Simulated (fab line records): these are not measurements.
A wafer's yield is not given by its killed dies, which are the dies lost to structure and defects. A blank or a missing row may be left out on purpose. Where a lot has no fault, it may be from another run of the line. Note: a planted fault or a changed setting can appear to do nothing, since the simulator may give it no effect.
Struck lot and sound lot, side by side | flow n5_finfet | 15 out of 1938 route steps
Sound: the wafers L361.2, L361.4, L361.5. Struck: wafer L373.4. (L373.1, L373.3 of the same lot were not struck and are left out.) The cause comes at the end.
For every step that has rows: the tool of each side, followed by ch and its chambers, followed by its first start. Under that, the readings that differ: sound wafers | struck wafers | difference of the means | sigmas: that difference in standard deviations of wafers without a fault.
alike: words and numbers the same on both sides, and readings whose means are apart by under 2 such deviations; not compared: readings that were withheld, readings missing a value for some wafer, numbers with overlapping values and no deviation given by the record, and bounds like >300 which may hide the same value.
A row with sigmas, a row that says differs or no value, or rows on one side alone: a step with any of these is where the two part. Numbers that don't overlap but have no deviation are shown without sigmas and don't part them. Lack of a reading on every wafer of one side parts them only where that side has two or more wafers.

first, 2 steps without rows for these wafers: N5_PASSIVATION_DEVELOP_29 (develop time 60 s); N5_PASSIVATION_HARDBAKE_31 (time 120 s).
N5_PASSIVATION_CD_MEAS_30 targets a cd of 4000 nm.
  sound on cd_sem-03 ch 0, day 12 08:48; struck on cd_sem-01 ch 0, day 14 20:14
  alike: cd_nm
N5_PASSIVATION_OVL_MEAS_63:
  sound on overlay-01 ch 0, day 12 08:50; struck on overlay-01 ch 0, day 14 20:16
  alike: PAD_OVL
N5_PASSIVATION_INSPECT_64: inspects for defects (macro).
  sound: defect_inspect-02 at day 12 08:51; struck: defect_inspect-02 at day 14 20:17
  alike: raw_defect_count
N5_PASSIVATION_DESCUM_32: chemistry O2, time 7.9 s.
  sound on rie_diel-01 ch 0,1,3, day 12 08:53; struck on rie_diel-01 ch 0, day 14 20:20
  alike: chamber_pressure_mTorr, drypump_motor_current_A, oes_product_au, rf_vpp_V, showerhead_plenum_p_Torr, throttle_valve_pct
  not compared: rf_hours_counter_h
N5_PASSIVATION_AL_ETCH_33: etches Al in Cl2/BCl3, stops on TaN, target depth 2800 nm, time 466.7 s.
  sound on rie_metal-03 ch 0,1, day 12 08:58; struck on rie_metal-01 ch 1, day 14 20:25
  alike: chamber_pressure_mTorr, drypump_motor_current_A, oes_product_au, throttle_valve_pct
  not compared: rf_hours_counter_h
N5_PASSIVATION_ETCH_59: etches TaN in Cl2/BCl3, target depth 65 nm, time 34.9 s.
  sound on rie_metal-03 ch 0,1, day 12 09:22; struck on rie_metal-01 ch 1, day 14 20:49
  alike: chamber_pressure_mTorr, drypump_motor_current_A, oes_product_au, throttle_valve_pct
  not compared: rf_hours_counter_h
N5_PASSIVATION_STRIP_34: strips in O2.
  sound on rie_diel-01 ch 1,2, day 12 09:29; struck on rie_diel-05 ch 0, day 14 20:56
  alike: chamber_pressure_mTorr, drypump_motor_current_A, oes_product_au, rf_vpp_V, showerhead_plenum_p_Torr, throttle_valve_pct
  not compared: rf_hours_counter_h
then, 3 steps without rows for these wafers: N5_PASSIVATION_STRIP_51 (strips in post etch residue remover, time 1200 s); N5_PASSIVATION_CLEAN_69 (cleans in IPA, time 180 s); N5_PASSIVATION_SRD_70 (time 30 s).
N5_PASSIVATION_PECVD_53: deposits SiO2 from TEOS/O2, target thk 800 nm, time 169.4 s.
  sound on pecvd-01 ch 0,1, day 12 09:59; struck on pecvd-01 ch 2, day 14 21:28
  reading                                        | sound             | struck | difference | sigmas
  run_length_s (s)                               | 197.8 197.9 198.0 | 103.3  | -94.6      | -99 or more
  model.SiO2_of_PASSIVATION_PECVD_53.thk_nm (nm) | 781.2 808 793.2   | 375.4  | -418.7     |
N5_PASSIVATION_PECVD_35: deposits SiNx from SiH4/NH3/N2, target thk 700 nm, time 151.3 s.
  sound on pecvd-01 ch 0,1, day 12 10:06; struck on pecvd-01 ch 2, day 14 21:34
  alike: heater_power_w, run_length_s, showerhead_plenum_p_Torr, throttle_valve_pct
after that, 1 step had no rows for these wafers: N5_PASSIVATION_PROBE_49.

== WHERE THEY PART ==
At N5_PASSIVATION_PECVD_53 and nowhere else, as far as this record goes. Later steps at which nothing parts them and some readings are alike: N5_PASSIVATION_PECVD_35.

WHY: whatever the simulator had introduced
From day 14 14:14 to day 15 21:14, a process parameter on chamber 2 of pecvd-01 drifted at N5_PASSIVATION_PECVD_53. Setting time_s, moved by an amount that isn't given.
